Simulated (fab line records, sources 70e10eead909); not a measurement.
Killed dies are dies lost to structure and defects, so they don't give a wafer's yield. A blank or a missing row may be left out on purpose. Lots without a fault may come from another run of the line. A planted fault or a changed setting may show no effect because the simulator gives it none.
Which tool did it? | flow nand_harc | 7 lots, 21 wafers sampled, at 1 step of a route of 1302

WHAT THE GAUGES READ, wafer by wafer
NHARC_A_SGD_CUT_THK_MEAS_22: measures by ellipsometry.
lot  | measured     | on            | thk_nm (nm)
L748 | day 21 14:15 | film_metro-01 | 147.5 148.4 147.9
L749 | day 22 23:51 | film_metro-02 | 146.6 147.2 145.3
L755 | day 24 05:38 | film_metro-01 | 145.5 151.0 146.9
L756 | day 25 11:26 | film_metro-02 | 149.3 146.0 149.3
L760 | day 27 06:43 | film_metro-02 | 148.6 147.2 148.6
L763 | day 27 22:58 | film_metro-02 | 149.1 148.4 148.1
L764 | day 28 16:05 | film_metro-01 | 147.1 147.9 146.9

WHICH TOOL RAN EACH LOT (tool, then ch and the chambers of the sampled wafers, then the start)
The record holds no process step before these readings.

THE ANSWER, worked out from the rows above alone
Rule: what is usual is taken from the lots themselves. Put in order of their means at a reading, lots are off if they are a third of the lots or fewer, leave a main group of 4 or more, and stand apart from it by a gap of 3 or more times the standard deviation of the main group's means; of several such gaps the widest counts. A main group whose means are all the same, to the digits that the tables above print for the reading, isn't used. A lot without any number at a reading at which 4 lots or more have one is off too. The other lots that the step has rows for count as sound.
No lot is off at any reading shown: from this, nothing can be told.

WHAT THE SIMULATOR HAD PUT IN
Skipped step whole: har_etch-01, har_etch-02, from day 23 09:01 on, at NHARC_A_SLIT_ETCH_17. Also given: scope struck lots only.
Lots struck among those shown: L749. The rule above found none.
